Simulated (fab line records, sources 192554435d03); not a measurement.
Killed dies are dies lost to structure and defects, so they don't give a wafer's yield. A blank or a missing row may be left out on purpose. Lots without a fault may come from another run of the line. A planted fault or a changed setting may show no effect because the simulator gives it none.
A struck lot beside a sound one | flow n5_finfet | 36 steps out of a route of 1938
Sound: wafers L423.1, L423.4, L423.6. Struck: wafer L431.1. (L431.3, L431.6 of the same lot were not struck and are left out.) The cause comes at the end.
At each step with rows: each side's tool, then ch and its chambers, then its first start. Under that, the readings that differ: sound wafers | struck wafers | difference of the means | sigmas: that difference in standard deviations of wafers without a fault.
alike: readings whose means differ by less than 2 such deviations, and words and numbers that are the same on both sides. not compared: withheld readings, readings that some wafer has no value for, bounds like >300 that may hide the same value, and numbers for which the record gives no deviation and whose values overlap.
The two part at a step that has a row with sigmas, a row that says differs or no value, or rows on one side only. Numbers that don't overlap but have no deviation are shown without sigmas and don't part them. A reading that every wafer of one side lacks parts them only if that side has two wafers or more.

first, 12 steps without rows for these wafers: N5_BEOL_M0_SRD_111 (time 30 s); N5_BEOL_M0_DEGAS_112 (time 60 s); N5_BEOL_M0_PRE_CLEAN_113 (time 30 s); N5_BEOL_M0_ALD_136 (deposits TaN, pulse time 2 s, purge time 3 s, co reactant purge time 2 s); N5_BEOL_M0_SURFACE_TREAT_137; N5_BEOL_M0_CVD_115 (deposits Co from CCTBA/H2, time 120 s); N5_BEOL_M0_SPUTTER_116 (material Cu, target thk 4 nm, time 7.37 s); N5_BEOL_M0_ANNEAL_117 (time 60 s); N5_BEOL_M0_SPUTTER_132 (material Cu, target thk 4 nm, time 7.37 s); N5_BEOL_M0_ANNEAL_133 (time 60 s); N5_BEOL_M0_SPUTTER_134 (material Cu, target thk 4 nm, time 7.37 s); N5_BEOL_M0_ANNEAL_135 (time 60 s).
N5_BEOL_M0_SPUTTER_141: material Cu, target thk 4 nm, time 7.37 s.
  sound on pvd_sputter-01, day 7 17:04; struck on pvd_sputter-03, day 9 20:01
  reading                | sound          | struck | difference | sigmas
  throttle_valve_pct (%) | 31.9 30.6 30.6 | 28.7   | -2.3       | -2
then, 22 steps without rows for these wafers: N5_BEOL_M0_ECD_118 (material Cu, target thk 300 nm); N5_BEOL_M0_ANNEAL_119 (time 90 s); N5_BEOL_M0_CMP_120 (polishes, stops on SiOC, t overpolish 6.9 s); N5_BEOL_M0_PRE_CLEAN_131 (time 15 s); N5_BEOL_M0_CO_CAP_123 (material Co, precursor CCTBA/H2, target thk 2 nm, time 102.1 s); N5_BEOL_M0_PRE_CLEAN_124 (time 15 s); N5_BEOL_M0_DEP_125 (deposits SiCN from 3MS/NH3, target thk 8 nm, time 14 s); N5_BEOL_M1_ILD_DEP_00 (deposits SiOC from DEMS/O2, target thk 79 nm, time 15.3 s); N5_BEOL_M1_PECVD_72 (deposits SiO2 from TEOS/O2, target thk 16 nm, time 18 s); N5_BEOL_M1_HM_DEP_02 (deposits TiN, target thk 20 nm); N5_BEOL_M1_COAT_61 (time 60 s, resist thk 60 nm); N5_BEOL_M1_COAT_62 (time 60 s, resist thk 12 nm); N5_BEOL_M1_COAT_73 (time 60 s, resist thk 5 nm); N5_BEOL_M1_COAT_05 (resist thk 30 nm); N5_BEOL_M1_EBR_07; N5_BEOL_M1_SOFTBAKE_06 (time 60 s); N5_BEOL_M1_EXPOSE_08 (exposes mask M1); N5_BEOL_M1_PEB_09 (peb time 60 s); N5_BEOL_M1_DEVELOP_10 (develop time 30 s); N5_BEOL_M1_DESCUM_16 (chemistry O2, time 7 s); N5_BEOL_M1_ETCH_74 (etches underlayer in N2/H2, target depth 6.5 nm, time 5.2 s); N5_BEOL_M1_ETCH_63 (etches SiARC in CF4, target depth 15.6 nm, time 26 s).
-- the record jumps here: 8 days lie between the struck wafers' starts before and after (it left off in module BEOL_M1 and takes up again in module PASSIVATION, whose first step shown is number 1936 of the route) --
N5_PASSIVATION_PROBE_49:
  sound on prober-02, day 15 13:10; struck on prober-01, day 18 01:21
  reading                  | sound          | struck | difference | sigmas
  defect_limited_yield (%) | 91.7 91.3 91.3 | 81.0   | -10.4      | -7
  killed_at_M0_to_M3       | 36 40 45       | 142    | +102       | +9
  killed_dies              | 98 103 103     | 224    | +123       | +8
  sort_bin_5_function (%)  | 4.4 4.9 5.2    | 11.2   | +6.4       | +7
  sort_bin_6_memory (%)    | 3.5 2.8 3.2    | 5.8    | +2.6       | +4
  sort_n_pass              | 1082 1077 1077 | 956    | -123       | -8
  sort_yield_pct (%)       | 91.7 91.3 91.3 | 81.0   | -10.4      | -7
  alike: killed_at_M4_up, killed_at_contacts, killed_at_front_end, killed_at_other, killed_open, killed_short

WHERE THEY PART
First at N5_BEOL_M0_SPUTTER_141; last, within this record, at N5_PASSIVATION_PROBE_49.

WHY: what the simulator had put in
Chamber particle source: pvd_sputter-03, from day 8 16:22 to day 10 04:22, at N5_BEOL_M0_SPUTTER_141. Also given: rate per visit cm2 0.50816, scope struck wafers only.
